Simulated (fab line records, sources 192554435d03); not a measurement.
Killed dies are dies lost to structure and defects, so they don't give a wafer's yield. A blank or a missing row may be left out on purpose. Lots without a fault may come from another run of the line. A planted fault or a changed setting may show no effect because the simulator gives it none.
Split-lot experiment | flow n5_finfet | 7 lots, 21 wafers read, on a route of 1938 steps

THE SPLIT
At N5_BEOL_M14_PEB_26 (peb time 90 s), the setting peb_temp_c was moved away from the recipe's 130 C on 5 of the 21 wafers read, by -2.5% to -1.0%. The other wafers ran this setting at the recipe's value.

FROM THE SPLIT TO THE READING: what the file shows between them, 2 steps
- N5_BEOL_M14_DEVELOP_27: develop time 45 s
- N5_BEOL_M14_HARDBAKE_32: time 120 s

THE READING
cd_nm, in nm, at N5_BEOL_M14_CD_MEAS_28 (target cd 284.4 nm). Fault-free wafers of this fab line usually give 285.1 nm, standard deviation 1.8 nm.

wafer  | tool, chamber at the split | peb_temp_c as run, C | against the recipe | cd_nm, nm | against lot-mates on the recipe
L078.2 | litho_track-01, 0          | 130                  | recipe             | 284.3     | -
L078.3 | litho_track-01, 0          | 130                  | recipe             | 285.2     | -
L078.6 | litho_track-01, 0          | 130                  | recipe             | 284.6     | -
L079.1 | litho_track-02, 0          | 130                  | recipe             | 286.6     | -
L079.3 | litho_track-02, 0          | 130                  | recipe             | 284.5     | -
L079.4 | litho_track-02, 0          | 130                  | recipe             | 284.0     | -
L085.3 | litho_track-05, 0          | 128.7                | -1.0%              | 282.1     | -5.1
L085.4 | litho_track-05, 0          | 130                  | recipe             | 287.2     | -
L085.5 | litho_track-05, 0          | 128.7                | -1.0%              | 281.9     | -5.3
L084.3 | litho_track-02, 0          | 130                  | recipe             | 286.3     | -
L084.4 | litho_track-02, 0          | 130                  | recipe             | 282.8     | -
L084.5 | litho_track-02, 0          | 130                  | recipe             | 284.1     | -
L088.1 | litho_track-02, 0          | 130                  | recipe             | 284.3     | -
L088.3 | litho_track-02, 0          | 127.6                | -1.8%              | 271.3     | -13.0
L088.4 | litho_track-02, 0          | 127.6                | -1.8%              | 269.9     | -14.4
L091.2 | litho_track-05, 0          | 130                  | recipe             | 288.1     | -
L091.3 | litho_track-05, 0          | 130                  | recipe             | 288.3     | -
L091.6 | litho_track-05, 0          | 126.8                | -2.5%              | 269.3     | -18.9
L097.2 | litho_track-02, 0          | 130                  | recipe             | 282.5     | -
L097.3 | litho_track-02, 0          | 130                  | recipe             | 284.8     | -
L097.5 | litho_track-02, 0          | 130                  | recipe             | 285.1     | -

THE FIT
A straight line over all 21 wafers: cd_nm changes by +6.77 nm for each +1% of peb_temp_c; r = +0.93; the points scatter about the line by 2 nm.
The same after taking each lot's own level away (the mean of its wafers on the recipe; 21 wafers): +7.3 nm for each +1%; r = +0.98; scatter 1.1 nm.
On that fit, the largest move of peb_temp_c shifts the reading by 18 nm.
The lots' own levels span 284.13 to 288.20 nm, that is 2.3 times the standard deviation above.
So the lot-to-lot level changes the slope little: the two slopes agree.
Check: with one of the wafers moved furthest among these (-2.5%) left out of the fit, the line predicts -17.1 nm for it against its lot-mates. It came out at -18.9 nm against them.

OTHER SPLITS ON THESE WAFERS
These wafers also went through other splits before the reading. Each is held against what the fit with the lots' levels taken away leaves over:
other split on the same wafers | wafers away from the commonest value | r with cd_nm (lot level and that fit taken away)
N5_BEOL_M13_ILD_DEP_00 time_s  | 6                                    | +0.09
N5_BEOL_M13_COAT_04 spin_rpm   | 11                                   | +0.16

THE WHOLE CHAIN: every reading that the file lists as answering this split, in the file's order
step                   | what it does                    | reading                                                         | change (the file's fit)              | r (the file's)
N5_BEOL_M14_CD_MEAS_28 | target cd 284.4 nm              | cd_nm                                                           | +7.35 nm for each +1% of the setting | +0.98
N5_BEOL_M14_DESCUM_33  | chemistry O2, time 7.9 s        | BEOL_M14.cd_nm (the simulator's own value, which no gauge read) | +7.41 nm for each +1% of the setting | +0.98
N5_BEOL_M14_ETCH_68    | etches SOC in N2/H2, time 450 s | BEOL_M14.cd_nm (the simulator's own value, which no gauge read) | +7.63 nm for each +1% of the setting | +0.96

THE FILE'S OWN FIT
cd_nm changes by +7.35 nm for each +1% of peb_temp_c, r = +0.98.
